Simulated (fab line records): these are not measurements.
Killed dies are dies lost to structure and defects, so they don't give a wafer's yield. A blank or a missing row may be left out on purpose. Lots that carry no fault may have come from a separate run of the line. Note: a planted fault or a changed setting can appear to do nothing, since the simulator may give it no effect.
Split-lot trial | flow n5 finfet | 39 wafers read from 7 lots, route of 1938 steps

== ON THE SPLIT ==
At N5_WELL_APT_EPI_41 (deposits Si from SiH4/H2, target thk 50 nm, time 297.7 s), the setting target thk a was moved away from the recipe's 500 angstrom on 18 of the 39 wafers read, by -6.8% to +5.5%. The other wafers ran this setting at the recipe's value.

The reading is taken at the split's own step.

== THE READING ==
Si_of_WELL_APT_EPI_41.thk nm (the simulator's own value, which no gauge read), in nm, at N5_WELL_APT_EPI_41 (deposits Si from SiH4/H2, target thk 50 nm, time 297.7 s). No usual value for it is given in the file. Average 49.53 nm, standard deviation 0.58 nm, over the 21 wafers here run with the recipe.

wafer  | tool, chamber at the split | target thk a as run, angstrom | against the recipe | Si_of_WELL_APT_EPI_41.thk nm, nm | against lot-mates on the recipe
L075.1 | epi rpcvd-04, 0            | 525.5                         | +5.1%              | 52.31                            | +2.69
L075.2 | epi rpcvd-04, 0            | 525.5                         | +5.1%              | 52.16                            | +2.54
L075.3 | epi rpcvd-04, 0            | 525.5                         | +5.1%              | 52.37                            | +2.75
L075.4 | epi rpcvd-04, 0            | 500                           | recipe             | 50.52                            | -
L075.5 | epi rpcvd-04, 0            | 500                           | recipe             | 49.01                            | -
L075.6 | epi rpcvd-04, 0            | 500                           | recipe             | 49.33                            | -
L079.1 | epi rpcvd-02, 0            | 500                           | recipe             | 49.43                            | -
L079.2 | epi rpcvd-02, 0            | 465.9                         | -6.8%              | 46.38                            | -3.02
L079.3 | epi rpcvd-02, 0            | 500                           | recipe             | 49.62                            | -
L079.4 | epi rpcvd-02, 0            | 465.9                         | -6.8%              | 46.67                            | -2.73
L079.5 | epi rpcvd-02, 0            | 500                           | recipe             | 49.14                            | -
L079.6 | epi rpcvd-02, 0            | 465.9                         | -6.8%              | 46.36                            | -3.04
L081.2 | epi rpcvd-03, 0            | 500                           | recipe             | 50.24                            | -
L081.4 | epi rpcvd-03, 0            | 500                           | recipe             | 50                               | -
L081.6 | epi rpcvd-03, 0            | 500                           | recipe             | 50.35                            | -
L086.1 | epi rpcvd-03, 0            | 500                           | recipe             | 48.59                            | -
L086.2 | epi rpcvd-03, 0            | 500                           | recipe             | 48.76                            | -
L086.3 | epi rpcvd-03, 0            | 483.5                         | -3.3%              | 47.48                            | -1.34
L086.4 | epi rpcvd-03, 0            | 483.5                         | -3.3%              | 47.53                            | -1.29
L086.5 | epi rpcvd-03, 0            | 483.5                         | -3.3%              | 47.06                            | -1.76
L086.6 | epi rpcvd-03, 0            | 500                           | recipe             | 49.11                            | -
L089.1 | epi rpcvd-02, 0            | 527.4                         | +5.5%              | 52.1                             | +2.61
L089.2 | epi rpcvd-02, 0            | 527.4                         | +5.5%              | 52.68                            | +3.19
L089.3 | epi rpcvd-02, 0            | 527.4                         | +5.5%              | 52.67                            | +3.18
L089.4 | epi rpcvd-02, 0            | 500                           | recipe             | 49.89                            | -
L089.5 | epi rpcvd-02, 0            | 500                           | recipe             | 49.24                            | -
L089.6 | epi rpcvd-02, 0            | 500                           | recipe             | 49.33                            | -
L090.1 | epi rpcvd-02, 0            | 513                           | +2.6%              | 50.91                            | +1.23
L090.2 | epi rpcvd-02, 0            | 513                           | +2.6%              | 51.19                            | +1.51
L090.3 | epi rpcvd-02, 0            | 500                           | recipe             | 50.03                            | -
L090.4 | epi rpcvd-02, 0            | 513                           | +2.6%              | 51.45                            | +1.77
L090.5 | epi rpcvd-02, 0            | 500                           | recipe             | 49.1                             | -
L090.6 | epi rpcvd-02, 0            | 500                           | recipe             | 49.9                             | -
L092.1 | epi rpcvd-04, 0            | 500                           | recipe             | 48.55                            | -
L092.2 | epi rpcvd-04, 0            | 510.4                         | +2.1%              | 50.51                            | +1.02
L092.3 | epi rpcvd-04, 0            | 500                           | recipe             | 50.37                            | -
L092.4 | epi rpcvd-04, 0            | 510.4                         | +2.1%              | 50.38                            | +0.89
L092.5 | epi rpcvd-04, 0            | 510.4                         | +2.1%              | 50.46                            | +0.97
L092.6 | epi rpcvd-04, 0            | 500                           | recipe             | 49.56                            | -

FIT RESULTS
A straight line over all 39 wafers: Si_of_WELL_APT_EPI_41.thk nm changes by +0.516 nm for each +1% of target thk a; r = +0.96; the points scatter about the line by 0.5 nm.
The same after taking each lot's own level away (the mean of its wafers on the recipe; 39 wafers): +0.483 nm for each +1%; r = +0.97; scatter 0.38 nm.
Per that fit: largest target thk a move, reading shift of 3.3 nm.
Across the lots, their own levels run from 48.820 to 50.197 nm, a range of 2.4 times the standard deviation given above.
So the lot-to-lot level changes the slope little: the two slopes agree.
Check: -3.24 nm against its lot-mates is what the line predicts for one of the wafers moved furthest among these (-6.8%) when that wafer is left out of the fit. Against them it came out at -3.02 nm.

== THE FILE'S OWN FIT ==
Si_of_WELL_APT_EPI_41.thk nm changes by +0.487 nm for each +1% of target thk a, r = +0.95.
